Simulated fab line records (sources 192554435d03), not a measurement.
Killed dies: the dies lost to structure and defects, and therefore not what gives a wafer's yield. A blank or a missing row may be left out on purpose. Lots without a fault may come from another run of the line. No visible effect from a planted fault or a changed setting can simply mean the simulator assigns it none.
fab line records	flow n5-finfet
record: lots: 24	wafers: 72	last-day: 19
route steps=1938 shown PMOS_HMC_CHANNEL_EPI@74 FIN_SAQP@94
lots that met no fault: taken from a fault-free run of the same line
start-h: hours from the record's first day to the start of the lot's first wafer shown	wait-h: hours from the lot's prior step to this one	" identical to the entry in the row above	L1.1+2: a row that stands for several wafers	- no value, or no start given	* or withheld: withheld	< > ~ a bound
route shown NAME@n: NAME is a module with steps in the file, n the number in the route of the first one	usual: mean and standard deviation over wafers with no fault	same: alike in all rows	chamber/n: place in a boat	sites: each site's reading	_std_site: their standard deviation	_edge_site: the outer-site mean with the inner-site mean subtracted	radius-mm: for every site, how far away it sits from the centre of the wafer	mask NAME#n: copy n	behind: the last tool/chamber to shape the wafer	hold: why the lot was held/for how many hours/how that ended	device: transistor that didn't switch, given as n, p or np	end of line: tests run on the same wafers once the route is complete	a step without rows: its recipe alone	killed: not the wafer's yield, but the dies lost to structure and defects at the first sort	map: shows each die of a wafer: x if killed, . if not, _ if none is there
set.NAME: the setting the step ran with; set.NAME@STEP: the setting that earlier step ran with	model.NAME: the simulator's own value behind a step, which no gauge read
one table for each step of the route and one row for each wafer, over a sample of lots
services: when a tool's chamber went out of use (start-h, in hours from the record's first day, below 0 if earlier), for how many hours, and the reason
== steps ==
step: N5_PMOS_HMC_CHANNEL_EPI_FIN_RECESS_16
recipe: chemistry: HBr/Cl2	target: Si	mask-material: SiO2	target-depth-a: 540	time-s: 18	pressure-mtorr: 10	icp-w: 800	bias-w: 75	HBr_flow_sccm: 150	Cl2_flow_sccm: 80
usual: drypump-motor-current-A: 6.0/0.36	oes-product-au: 1.004/0.023	throttle-valve-pct: 35.38/0.27
lot.wafer	tool	chamber	start-h	wait-h	drypump-motor-current-A	oes-product-au	rf-hours-counter-h	throttle-valve-pct
L074.1	rie-si-04	2	17.60	0.0	5.5	1.031	168	35.55
L074.4	"	1	"	"	6.1	1.017	47	35.68
L074.6	"	0	"	"	6.2	0.995	-	35.15
L075.2	rie-si-06	0	23.53	0.0	6.4	1.010	43	34.73
L075.4	"	2	"	"	5.5	1.005	9	35.36
L075.5	"	3	"	"	5.9	0.973	-	35.77
L076.2	rie-si-01	1	30.31	0.0	6.2	1.010	57	35.69
L076.3	"	2	"	"	6.3	1.026	24	35.32
L076.5	"	2	"	"	6.3	1.031	-	35.33
L077.1	rie-si-04	2	36.77	0.0	5.5	1.032	169	35.56
L077.2	"	0	"	"	6.2	1.001	105	35.15
L077.4	"	1	"	"	6.1	1.004	48	35.72
L078.1	rie-si-01	1	41.93	0.0	6.3	1.006	57	35.67
L078.2	"	0	"	"	6.1	1.044	59	35.02
L078.4	"	2	"	"	6.4	1.042	24	35.33
L079.1	rie-si-01	3	47.84	0.0	5.6	0.957	77	35.26
L079.4	"	2	"	"	6.3	1.038	24	35.32
L079.6	"	0	"	"	6.1	1.037	-	35.04
L080.2	rie-si-01	1	54.81	0.0	6.3	1.010	57	35.67
L080.3	"	3	"	"	5.6	0.960	77	35.26
L080.4	"	2	"	"	6.3	1.041	24	35.30
L081.3	rie-si-04	3	60.11	0.0	6.6	0.992	29	35.60
L081.4	"	0	"	"	6.2	0.994	105	35.17
L081.6	"	0	"	"	6.2	1.001	-	35.17
L082.3	rie-si-04	3	66.34	0.0	6.6	0.989	29	35.59
L082.4	"	2	"	"	5.5	1.037	169	35.53
L082.6	"	0	"	"	6.2	0.996	-	35.16
L083.2	rie-si-06	0	72.12	0.0	6.3	0.997	44	34.76
L083.5	"	2	"	"	5.5	1.004	-	35.36
L083.6	"	1	"	"	6.0	0.987	-	35.28
L084.1	rie-si-04	3	78.20	0.0	6.6	0.989	29	35.58
L084.3	"	2	"	"	5.5	1.039	170	35.54
L084.5	"	3	"	"	6.6	0.992	-	35.59
L085.2	rie-si-04	2	84.40	0.0	5.4	1.038	170	35.53
L085.4	"	1	"	"	6.0	1.008	48	35.70
L085.6	"	1	"	"	6.0	1.020	-	35.68
L086.1	rie-si-06	1	89.91	0.0	6.0	0.982	69	35.29
L086.2	"	3	"	"	5.9	0.954	120	35.79
L086.3	"	2	"	"	5.5	1.003	10	35.36
L087.1	rie-si-06	2	95.84	0.0	5.5	1.010	11	35.35
L087.2	"	3	"	"	5.9	0.971	120	35.77
L087.5	"	3	"	"	5.9	0.968	-	35.78
L088.1	rie-si-04	1	101.62	0.0	6.0	1.022	49	35.69
L088.4	"	0	"	"	6.3	1.006	106	35.14
L088.5	"	3	"	"	6.6	1.002	-	35.58
L089.1	rie-si-06	0	108.45	0.0	6.3	1.004	45	34.74
L089.4	"	3	"	"	5.9	0.968	120	35.78
L089.6	"	2	"	"	5.5	1.016	-	35.35
L090.1	rie-si-06	1	113.99	0.0	6.0	0.997	70	35.28
L090.5	"	2	"	"	5.5	0.998	-	35.36
L090.6	"	1	"	"	6.0	0.997	-	35.29
L091.1	rie-si-04	3	119.62	0.0	6.6	0.992	30	35.59
L091.2	"	1	"	"	6.1	1.008	49	35.69
L091.4	"	0	"	"	6.2	1.003	106	35.13
L092.2	rie-si-01	1	125.64	0.0	6.3	1.004	59	35.67
L092.4	"	0	"	"	6.1	1.036	61	35.04
L092.5	"	0	"	"	6.1	1.035	-	35.04
L093.2	rie-si-04	3	131.83	0.0	6.6	0.993	30	35.60
L093.4	"	0	"	"	6.2	1.001	106	35.16
L093.6	"	0	"	"	6.2	1.000	-	35.14
L094.4	rie-si-01	3	138.36	0.0	5.6	0.960	79	35.27
L094.5	"	2	"	"	6.3	1.031	-	35.33
L094.6	"	3	"	"	5.6	0.955	-	35.26
L095.1	rie-si-04	1	143.93	0.0	6.0	1.014	49	35.69
L095.3	"	3	"	"	6.6	0.988	31	35.57
L095.6	"	0	"	"	6.2	1.001	-	35.17
L096.1	rie-si-01	0	150.04	0.0	6.1	1.030	61	35.05
L096.3	"	3	"	"	5.6	0.968	79	35.26
L096.4	"	1	"	"	6.2	1.007	59	35.68
L097.1	rie-si-04	1	155.97	0.0	6.0	1.016	50	35.68
L097.3	"	2	"	"	5.5	1.031	171	35.54
L097.6	"	1	"	"	6.1	1.008	-	35.69
step: N5_FIN_SAQP_ALD_61
recipe: material: SiO2	target-thk-a: 40	temp-c: 300	ald-precursor-family: BDEAS	ald-co-reactant: O2-plasma	pulse-time-s: 1	purge-time-s: 2	co-reactant-purge-time-s: 2	ald-cycles: 43	pressure-torr: 2
usual: heater-power-w: 478/44	precursor-pulse-height-rel: 0.999/0.02
lot.wafer	tool	chamber	start-h	wait-h	heater-power-w	precursor-pulse-height-rel
L074.1	ald-sin-03	3	20.41	0.0	499	0.993
L074.4	"	0	"	"	468	0.993
L074.6	"	0	"	"	463	0.991
L075.2	ald-sin-03	0	27.89	0.8	468	0.984
L075.4	"	2	"	"	418	0.965
L075.5	"	0	"	"	469	0.993
L076.2	ald-sin-02	0	33.75	0.7	422	1.003
L076.3	"	3	"	"	421	1.007
L076.5	"	2	"	"	535	0.962
L077.1	ald-sin-02	1	39.21	0.0	467	1.001
L077.2	"	2	"	"	570	1.011
L077.4	"	3	"	"	425	1.026
L078.1	ald-sin-03	3	46.03	0.0	501	1.024
L078.2	"	0	"	"	475	1.003
L078.4	"	2	"	"	423	0.975
L079.1	ald-sin-04	3	50.33	0.0	507	0.971
L079.4	"	1	"	"	480	1.034
L079.6	"	2	"	"	457	0.989
L080.2	ald-sin-02	1	57.24	0.0	481	0.995
L080.3	"	3	"	"	434	1.010
L080.4	"	2	"	"	569	0.970
L081.3	ald-sin-03	3	62.53	0.0	503	1.006
L081.4	"	0	"	"	473	0.996
L081.6	"	1	"	"	465	0.993
L082.3	ald-sin-02	2	68.76	0.0	564	0.992
L082.4	"	3	"	"	426	0.985
L082.6	"	2	"	"	561	1.020
L083.2	ald-sin-02	0	74.64	0.0	425	0.997
L083.5	"	3	"	"	405	0.976
L083.6	"	2	"	"	571	1.004
L084.1	ald-sin-02	2	81.13	0.0	562	0.989
L084.3	"	3	"	"	431	0.995
L084.5	"	2	"	"	568	1.006
L085.2	ald-sin-02	2	87.03	0.2	557	0.981
L085.4	"	1	"	"	479	0.993
L085.6	"	3	"	"	432	1.024
L086.1	ald-sin-03	2	92.78	0.5	419	0.991
L086.2	"	1	"	"	464	0.981
L086.3	"	3	"	"	499	0.987
L087.1	ald-sin-02	3	98.27	0.0	428	0.995
L087.2	"	0	"	"	431	1.000
L087.5	"	2	"	"	565	0.983
L088.1	ald-sin-04	0	104.13	0.0	525	1.021
L088.4	"	2	"	"	478	0.994
L088.5	"	1	"	"	471	0.976
L089.1	ald-sin-03	0	110.85	0.0	476	0.959
L089.4	"	1	"	"	457	0.996
L089.6	"	3	"	"	498	0.983
L090.1	ald-sin-04	0	116.40	0.0	537	1.026
L090.5	"	1	"	"	475	1.016
L090.6	"	0	"	"	506	1.026
L091.1	ald-sin-04	0	122.03	0.0	528	0.992
L091.2	"	1	"	"	486	0.992
L091.4	"	3	"	"	495	0.993
L092.2	ald-sin-04	0	128.05	0.0	507	0.982
L092.4	"	1	"	"	475	0.981
L092.5	"	0	"	"	523	1.028
L093.2	ald-sin-03	2	134.66	0.0	427	1.027
L093.4	"	0	"	"	470	0.991
L093.6	"	3	"	"	493	1.020
L094.4	ald-sin-02	0	140.95	0.2	438	1.020
L094.5	"	0	"	"	429	1.065
L094.6	"	1	"	"	475	0.992
L095.1	ald-sin-04	3	147.44	1.1	501	0.974
L095.3	"	0	"	"	514	0.999
L095.6	"	2	"	"	473	0.987
L096.1	ald-sin-02	0	152.66	0.1	437	1.035
L096.3	"	1	"	"	493	1.027
L096.4	"	2	"	"	560	1.013
L097.1	ald-sin-03	0	158.37	0.0	480	0.979
L097.3	"	3	"	"	503	1.027
L097.6	"	3	"	"	498	1.003
step: N5_FIN_SAQP_ETCH_52
recipe: chemistry: N2/H2	target: SOC	target-depth-a: 1000	overetch-a: 200	mask-material: SiARC	temp-c: 40	time-s: 150	ion-energy-ev: 200	pressure-mtorr: 30	source-w: 840	bias-w: 150	n2-flow-sccm: 200	h2-flow-sccm: 200	ends: end-point
usual: drypump-motor-current-A: 5.57/0.29	oes-product-au: 0.70/0.067	rf-vpp-V: 525.4/2.1	showerhead-plenum-p-Torr: 2.60/0.071	throttle-valve-pct: 17.9/0.31
lot.wafer	tool	chamber	start-h	wait-h	drypump-motor-current-A	oes-product-au	rf-hours-counter-h	rf-vpp-V	showerhead-plenum-p-Torr	throttle-valve-pct
L074.1	rie-diel-01	2	22.05	0.0	5.69	0.65	177	528.6	2.65	18.3
L074.4	"	0	"	"	5.73	0.87	-	529.2	2.73	17.5
L074.6	"	2	"	"	5.67	0.65	-	526.6	2.65	18.3
L075.2	rie-diel-06	3	29.71	0.0	5.14	0.68	129	526.3	2.67	18.3
L075.4	"	2	"	"	5.54	0.78	37	524.8	2.59	17.7
L075.5	"	3	"	"	5.13	0.67	-	526.5	2.67	18.3
L076.2	rie-diel-01	2	35.37	0.0	5.70	0.64	184	527.3	2.65	18.3
L076.3	"	0	"	"	5.70	0.84	10	526.9	2.73	17.5
L076.5	"	0	"	"	5.71	0.84	-	528.4	2.73	17.5
L077.1	rie-diel-01	1	40.48	0.0	5.47	0.71	127	527.7	2.67	17.9
L077.2	"	0	"	"	5.72	0.83	12	528.9	2.73	17.5
L077.4	"	1	"	"	5.48	0.71	-	525.4	2.67	17.9
L078.1	rie-diel-03	3	47.32	0.0	5.15	0.69	114	523.2	2.57	17.9
L078.2	"	1	"	"	5.79	0.74	69	525.9	2.56	17.5
L078.4	"	0	"	"	5.34	0.64	202	526.7	2.60	18.0
L079.1	rie-diel-06	1	52.00	0.0	5.68	0.66	184	525.8	2.62	18.1
L079.4	"	3	"	"	5.14	0.66	137	526.2	2.67	18.3
L079.6	"	3	"	"	5.16	0.67	-	526.8	2.67	18.3
L080.2	rie-diel-03	3	58.56	0.0	5.15	0.69	119	525.1	2.57	17.9
L080.3	"	0	"	"	5.29	0.64	206	525.8	2.60	18.0
L080.4	"	2	"	"	6.27	0.68	159	522.2	2.52	17.7
L081.3	rie-diel-06	1	64.17	0.0	5.63	0.66	188	527.0	2.62	18.1
L081.4	"	0	"	"	5.90	0.79	34	520.1	2.48	17.4
L081.6	"	0	"	"	5.90	0.80	-	523.7	2.48	17.4
L082.3	rie-diel-03	2	70.02	0.0	6.32	0.68	163	523.2	2.52	17.7
L082.4	"	0	"	"	5.32	0.63	210	525.1	2.59	18.0
L082.6	"	0	"	"	5.34	0.64	-	525.7	2.59	18.0
L083.2	rie-diel-01	2	76.75	0.0	5.68	0.64	197	526.4	2.64	18.3
L083.5	"	1	"	"	5.47	0.70	-	526.9	2.67	18.0
L083.6	"	2	"	"	5.70	0.64	-	525.6	2.64	18.3
L084.1	rie-diel-06	2	82.52	0.0	5.51	0.76	54	523.8	2.58	17.8
L084.3	"	0	"	"	5.92	0.78	41	523.2	2.48	17.4
L084.5	"	2	"	"	5.51	0.76	-	524.6	2.58	17.8
L085.2	rie-diel-03	1	88.42	0.0	5.77	0.72	84	523.8	2.56	17.6
L085.4	"	2	"	"	6.28	0.68	169	522.9	2.52	17.7
L085.6	"	3	"	"	5.16	0.68	-	524.7	2.57	17.9
L086.1	rie-diel-01	1	94.04	0.0	5.48	0.71	145	526.8	2.66	18.0
L086.2	"	0	"	"	5.76	0.79	30	530.0	2.72	17.5
L086.3	"	2	"	"	5.67	0.64	202	527.3	2.64	18.3
L087.1	rie-diel-06	2	99.65	0.0	5.52	0.75	59	525.2	2.58	17.8
L087.2	"	0	"	"	5.89	0.78	47	519.9	2.47	17.5
L087.5	"	2	"	"	5.53	0.75	-	524.5	2.58	17.8
L088.1	rie-diel-03	2	105.54	0.0	6.29	0.67	176	522.2	2.52	17.7
L088.4	"	0	"	"	5.32	0.63	224	524.6	2.59	18.0
L088.5	"	0	"	"	5.29	0.62	-	525.8	2.59	18.0
L089.1	rie-diel-01	1	112.24	0.0	5.50	0.69	151	527.6	2.66	18.0
L089.4	"	0	"	"	5.75	0.79	-	527.5	2.72	17.5
L089.6	"	2	"	"	5.69	0.63	-	525.4	2.64	18.3
L090.1	rie-diel-01	2	117.90	0.0	5.66	0.63	210	526.5	2.63	18.3
L090.5	"	2	"	"	5.67	0.63	-	527.5	2.63	18.3
L090.6	"	3	"	"	5.53	0.82	-	521.8	2.50	17.5
L091.1	rie-diel-01	1	123.42	0.0	5.50	0.69	155	526.5	2.66	18.0
L091.2	"	3	"	"	5.47	0.83	20	520.9	2.50	17.6
L091.4	"	2	"	"	5.68	0.62	212	527.6	2.63	18.3
L092.2	rie-diel-06	1	129.50	0.0	5.65	0.65	211	527.3	2.61	18.2
L092.4	"	3	"	"	5.14	0.66	161	525.7	2.66	18.4
L092.5	"	3	"	"	5.14	0.65	-	526.8	2.66	18.4
L093.2	rie-diel-03	1	136.07	0.0	5.78	0.71	101	525.0	2.55	17.6
L093.4	"	2	"	"	6.32	0.65	188	524.3	2.51	17.7
L093.6	"	1	"	"	5.76	0.71	-	524.1	2.55	17.6
L094.4	rie-diel-03	1	142.33	0.0	5.77	0.70	103	523.4	2.55	17.6
L094.5	"	3	"	"	5.14	0.66	-	524.0	2.56	17.9
L094.6	"	2	"	"	6.25	0.65	-	523.6	2.51	17.7
L095.1	rie-diel-01	0	148.93	0.0	5.72	0.77	47	528.7	2.71	17.5
L095.3	"	3	"	"	5.51	0.80	29	523.6	2.50	17.5
L095.6	"	1	"	"	5.47	0.68	-	527.4	2.66	18.0
L096.1	rie-diel-06	1	154.07	0.0	5.63	0.64	220	527.4	2.60	18.2
L096.3	"	3	"	"	5.11	0.65	172	525.9	2.65	18.4
L096.4	"	1	"	"	5.64	0.64	-	526.5	2.60	18.2
L097.1	rie-diel-01	2	159.96	0.0	5.67	0.62	225	526.4	2.63	18.4
L097.3	"	1	"	"	5.50	0.68	169	527.0	2.65	18.0
L097.6	"	0	"	"	5.74	0.76	-	528.3	2.71	17.5
step: N5_FIN_SAQP_MANDREL_ETCH_22
recipe: target-depth-a: 600	chemistry: HBr/Cl2	target: a-Si	stop-on: SiNx	bt-time-s: 10	over-etch-frac: 0.5	time-s: 30	pressure-mtorr: 10	icp-w: 800	bias-w: 75	HBr_flow_sccm: 150	Cl2_flow_sccm: 80	ends: end-point
usual: drypump-motor-current-A: 5.4/0.42	oes-product-au: 0.774/0.01	throttle-valve-pct: 35.50/0.21
lot.wafer	tool	chamber	start-h	wait-h	drypump-motor-current-A	oes-product-au	rf-hours-counter-h	throttle-valve-pct
L074.1	rie-si-05	3	22.24	0.0	5.2	0.772	100	35.28
L074.4	"	2	"	"	5.8	0.781	113	35.59
L074.6	"	3	"	"	5.2	0.784	-	35.26
L075.2	rie-si-02	1	29.90	0.0	5.6	0.751	73	35.36
L075.4	"	3	"	"	5.4	0.780	37	35.80
L075.5	"	1	"	"	5.6	0.761	-	35.37
L076.2	rie-si-02	3	35.57	0.0	5.4	0.768	37	35.83
L076.3	"	2	"	"	5.8	0.768	40	35.41
L076.5	"	3	"	"	5.4	0.774	-	35.80
L077.1	rie-si-02	2	40.67	0.0	5.8	0.772	40	35.41
L077.2	"	0	"	"	4.8	0.774	64	35.37
L077.4	"	3	"	"	5.4	0.779	37	35.82
L078.1	rie-si-02	0	47.51	0.0	4.8	0.781	64	35.36
L078.2	"	1	"	"	5.6	0.771	73	35.38
L078.4	"	3	"	"	5.4	0.780	37	35.78
L079.1	rie-si-02	3	52.19	0.0	5.5	0.776	37	35.82
L079.4	"	1	"	"	5.6	0.765	74	35.36
L079.6	"	2	"	"	5.8	0.781	-	35.39
L080.2	rie-si-02	2	58.75	0.0	5.8	0.778	41	35.39
L080.3	"	0	"	"	4.8	0.788	65	35.37
L080.4	"	3	"	"	5.4	0.774	37	35.81
L081.3	rie-si-02	0	64.36	0.0	4.8	0.764	65	35.40
L081.4	"	1	"	"	5.6	0.773	74	35.37
L081.6	"	0	"	"	4.8	0.780	-	35.39
L082.3	rie-si-02	2	70.22	0.0	5.8	0.765	41	35.41
L082.4	"	1	"	"	5.6	0.755	-	35.37
L082.6	"	2	"	"	5.8	0.781	-	35.38
L083.2	rie-si-03	1	76.94	0.0	5.1	0.783	2	35.00
L083.5	"	0	"	"	6.2	0.744	-	36.03
L083.6	"	3	"	"	5.2	0.766	-	35.83
L084.1	rie-si-02	0	82.71	0.0	4.8	0.774	65	35.38
L084.3	"	3	"	"	5.4	0.761	37	35.82
L084.5	"	3	"	"	5.4	0.780	-	35.80
L085.2	rie-si-02	0	88.61	0.0	4.8	0.778	65	35.35
L085.4	"	2	"	"	5.8	0.779	41	35.38
L085.6	"	1	"	"	5.6	0.770	-	35.35
L086.1	rie-si-02	2	94.23	0.0	5.8	0.761	41	35.43
L086.2	"	3	"	"	5.4	0.777	38	35.82
L086.3	"	1	"	"	5.6	0.753	74	35.39
L087.1	rie-si-02	1	99.85	0.0	5.6	0.750	75	35.42
L087.2	"	3	"	"	5.4	0.768	38	35.83
L087.5	"	3	"	"	5.4	0.769	-	35.83
L088.1	rie-si-05	0	105.73	0.0	6.0	0.772	117	35.49
L088.4	"	3	"	"	5.2	0.788	101	35.28
L088.5	"	3	"	"	5.2	0.789	-	35.30
L089.1	rie-si-05	1	112.43	0.0	4.7	0.770	72	35.75
L089.4	"	0	"	"	5.9	0.780	117	35.49
L089.6	"	3	"	"	5.2	0.776	-	35.27
L090.1	rie-si-05	2	118.10	0.0	5.8	0.769	114	35.63
L090.5	"	2	"	"	5.8	0.772	-	35.64
L090.6	"	3	"	"	5.2	0.781	-	35.28
L091.1	rie-si-05	3	123.61	0.0	5.2	0.774	102	35.30
L091.2	"	0	"	"	5.9	0.771	118	35.51
L091.4	"	1	"	"	4.7	0.767	72	35.74
L092.2	rie-si-05	1	129.70	0.0	4.7	0.782	72	35.72
L092.4	"	3	"	"	5.2	0.789	102	35.27
L092.5	"	3	"	"	5.2	0.793	-	35.28
L093.2	rie-si-05	2	136.27	0.0	5.8	0.758	115	35.62
L093.4	"	1	"	"	4.7	0.775	72	35.74
L093.6	"	3	"	"	5.2	0.782	-	35.28
L094.4	rie-si-05	2	142.52	0.0	5.8	0.779	115	35.61
L094.5	"	0	"	"	5.9	0.771	-	35.47
L094.6	"	1	"	"	4.7	0.780	-	35.72
L095.1	rie-si-03	2	149.13	0.0	5.8	0.772	10	35.46
L095.3	"	3	"	"	5.2	0.762	180	35.83
L095.6	"	1	"	"	5.1	0.797	-	35.00
L096.1	rie-si-02	2	154.26	0.0	5.8	0.778	43	35.39
L096.3	"	1	"	"	5.5	0.759	75	35.37
L096.4	"	0	"	"	4.8	0.777	67	35.37
L097.1	rie-si-02	1	160.15	0.0	5.6	0.770	76	35.37
L097.3	"	0	"	"	4.8	0.784	67	35.37
L097.6	"	3	"	"	5.4	0.783	-	35.80
step: N5_FIN_SAQP_RECESS_63
recipe: chemistry: HF/NH3	target: SiO2	target-depth-a: 180	afs-cycles: 3	temp-c: 30	sublimation-temp-c: 180	sublimation-time-s: 60
usual: drypump-motor-current-A: 5.6/0.55
same: sublimation-time-s: 60
lot.wafer	tool	chamber	start-h	wait-h	drypump-motor-current-A
L074.1	vapor-etch-01	1	24.81	0.1	5.7
L074.4	"	1	"	"	5.7
L074.6	"	0	"	"	6.5
L075.2	vapor-etch-02	0	32.44	0.2	5.2
L075.4	"	0	"	"	5.2
L075.5	"	0	"	"	5.2
L076.2	vapor-etch-01	1	37.67	0.1	5.7
L076.3	"	1	"	"	5.7
L076.5	"	0	"	"	6.4
L077.1	vapor-etch-01	1	42.66	0.1	5.7
L077.2	"	0	"	"	6.5
L077.4	"	0	"	"	6.4
L078.1	vapor-etch-02	0	49.53	0.1	5.2
L078.2	"	1	"	"	5.1
L078.4	"	1	"	"	5.1
L079.1	vapor-etch-01	0	54.22	0.1	6.4
L079.4	"	1	"	"	5.7
L079.6	"	0	"	"	6.4
L080.2	vapor-etch-01	1	60.75	0.1	5.7
L080.3	"	0	"	"	6.5
L080.4	"	1	"	"	5.7
L081.3	vapor-etch-02	1	66.54	0.2	5.1
L081.4	"	0	"	"	5.2
L081.6	"	0	"	"	5.2
L082.3	vapor-etch-02	1	73.68	0.2	5.1
L082.4	"	0	"	"	5.2
L082.6	"	1	"	"	5.1
L083.2	vapor-etch-02	0	79.36	0.1	5.2
L083.5	"	0	"	"	5.2
L083.6	"	1	"	"	5.0
L084.1	vapor-etch-01	0	84.90	0.1	6.5
L084.3	"	0	"	"	6.5
L084.5	"	0	"	"	6.4
L085.2	vapor-etch-02	0	90.84	0.1	5.2
L085.4	"	0	"	"	5.2
L085.6	"	1	"	"	5.0
L086.1	vapor-etch-02	0	96.34	0.1	5.2
L086.2	"	1	"	"	5.0
L086.3	"	0	"	"	5.2
L087.1	vapor-etch-02	1	101.93	0.1	5.1
L087.2	"	0	"	"	5.2
L087.5	"	0	"	"	5.2
L088.1	vapor-etch-02	1	107.73	0.1	5.1
L088.4	"	1	"	"	5.1
L088.5	"	0	"	"	5.2
L089.1	vapor-etch-01	1	114.42	0.1	5.7
L089.4	"	1	"	"	5.7
L089.6	"	1	"	"	5.7
L090.1	vapor-etch-01	0	120.09	0.1	6.4
L090.5	"	0	"	"	6.5
L090.6	"	1	"	"	5.7
L091.1	vapor-etch-01	1	125.85	0.1	5.7
L091.2	"	0	"	"	6.5
L091.4	"	1	"	"	5.7
L092.2	vapor-etch-01	0	131.92	0.1	6.5
L092.4	"	0	"	"	6.5
L092.5	"	1	"	"	5.7
L093.2	vapor-etch-02	1	138.59	0.1	5.1
L093.4	"	0	"	"	5.2
L093.6	"	0	"	"	5.2
L094.4	vapor-etch-02	0	144.85	0.2	5.2
L094.5	"	0	"	"	5.2
L094.6	"	1	"	"	5.0
L095.1	vapor-etch-01	0	151.51	0.1	6.4
L095.3	"	1	"	"	5.7
L095.6	"	1	"	"	5.7
L096.1	vapor-etch-02	1	156.42	0.1	5.1
L096.3	"	0	"	"	5.2
L096.4	"	1	"	"	5.1
L097.1	vapor-etch-01	0	162.36	0.1	6.4
L097.3	"	0	"	"	6.5
L097.6	"	1	"	"	5.7
step: N5_FIN_SAQP_OCD_MEAS_76
usual: trench-depth-nm: 120.6/1.5
lot.wafer	tool	chamber	start-h	wait-h	trench-depth-nm
L074.1	ocd-01	-	28.59	0.0	118.7
L074.4	"	-	"	"	122.1
L074.6	"	-	"	"	119.7
L075.2	ocd-01	-	35.03	0.0	119.1
L075.4	"	-	"	"	118.5
L075.5	"	-	"	"	119.4
L076.2	ocd-01	-	39.54	0.0	119.5
L076.3	"	-	"	"	119.8
L076.5	"	-	"	"	119.5
L077.1	ocd-01	-	44.50	0.0	121.6
L077.2	"	-	"	"	122.7
L077.4	"	-	"	"	124.0
L078.1	ocd-01	-	51.53	0.0	122.5
L078.2	"	-	"	"	121.6
L078.4	"	-	"	"	123.3
L079.1	ocd-01	-	56.08	0.0	121.6
L079.4	"	-	"	"	119.4
L079.6	"	-	"	"	120.8
L080.2	ocd-01	-	63.00	0.0	117.9
L080.3	"	-	"	"	119.4
L080.4	"	-	"	"	120.9
L081.3	ocd-02	-	68.27	0.0	119.1
L081.4	"	-	"	"	119.8
L081.6	"	-	"	"	120.8
L082.3	ocd-02	-	75.41	0.0	123.8
L082.4	"	-	"	"	120.2
L082.6	"	-	"	"	120.4
L083.2	ocd-02	-	81.27	0.0	122.1
L083.5	"	-	"	"	119.4
L083.6	"	-	"	"	118.5
L084.1	ocd-02	-	86.75	0.0	119.8
L084.3	"	-	"	"	120.8
L084.5	"	-	"	"	118.6
L085.2	ocd-01	-	92.68	0.0	120.5
L085.4	"	-	"	"	122.0
L085.6	"	-	"	"	119.2
L086.1	ocd-01	-	98.42	0.0	120.7
L086.2	"	-	"	"	120.2
L086.3	"	-	"	"	122.1
L087.1	ocd-02	-	104.01	0.0	119.7
L087.2	"	-	"	"	119.3
L087.5	"	-	"	"	120.3
L088.1	ocd-01	-	109.55	0.0	120.8
L088.4	"	-	"	"	119.7
L088.5	"	-	"	"	118.6
L089.1	ocd-02	-	116.43	0.0	120.3
L089.4	"	-	"	"	118.2
L089.6	"	-	"	"	119.0
L090.1	ocd-01	-	121.91	0.0	120.1
L090.5	"	-	"	"	122.3
L090.6	"	-	"	"	119.5
L091.1	ocd-02	-	127.77	0.0	119.6
L091.2	"	-	"	"	121.4
L091.4	"	-	"	"	120.4
L092.2	ocd-02	-	133.75	0.0	121.8
L092.4	"	-	"	"	120.2
L092.5	"	-	"	"	120.4
L093.2	ocd-02	-	140.43	0.0	122.6
L093.4	"	-	"	"	118.0
L093.6	"	-	"	"	122.7
L094.4	ocd-01	-	147.44	0.0	123.5
L094.5	"	-	"	"	123.7
L094.6	"	-	"	"	122.1
L095.1	ocd-02	-	153.36	0.0	121.7
L095.3	"	-	"	"	118.0
L095.6	"	-	"	"	120.2
L096.1	ocd-01	-	158.92	0.0	120.4
L096.3	"	-	"	"	119.9
L096.4	"	-	"	"	121.4
L097.1	ocd-02	-	164.32	0.0	123.6
L097.3	"	-	"	"	121.4
L097.6	"	-	"	"	122.3
== services ==
tool	chamber	start-h	hours	kind
ald-sin-02	-	-6.10	14.0	pm
rie-diel-03	-	-2.61	0.3	repair
rie-si-01	3	1.97	5.5	repair
rie-si-01	-	10.03	1.6	repair
rie-diel-06	-	10.35	1.0	repair
ald-sin-04	-	16.13	14.6	pm
rie-diel-01	1	18.87	14.0	repair
vapor-etch-02	1	23.28	9.1	repair
rie-si-04	-	28.53	2.8	pm
rie-diel-03	-	32.33	1.6	repair
rie-si-05	3	35.56	8.3	repair
ald-sin-02	-	43.57	0.6	repair
rie-si-06	-	49.33	0.2	repair
ald-sin-04	-	52.34	0.8	repair
rie-si-02	3	67.78	4.5	repair
rie-diel-01	2	87.98	4.9	repair
rie-si-02	1	100.25	3.1	repair
rie-diel-01	3	105.08	9.1	repair
rie-diel-01	0	113.19	5.2	repair
rie-diel-06	2	113.32	8.0	repair
ald-sin-03	1	114.06	7.8	repair
ald-sin-02	-	144.29	6.0	pm
rie-diel-06	2	144.85	12.2	repair
ald-sin-03	-	162.30	6.1	pm
== key ==
fault none
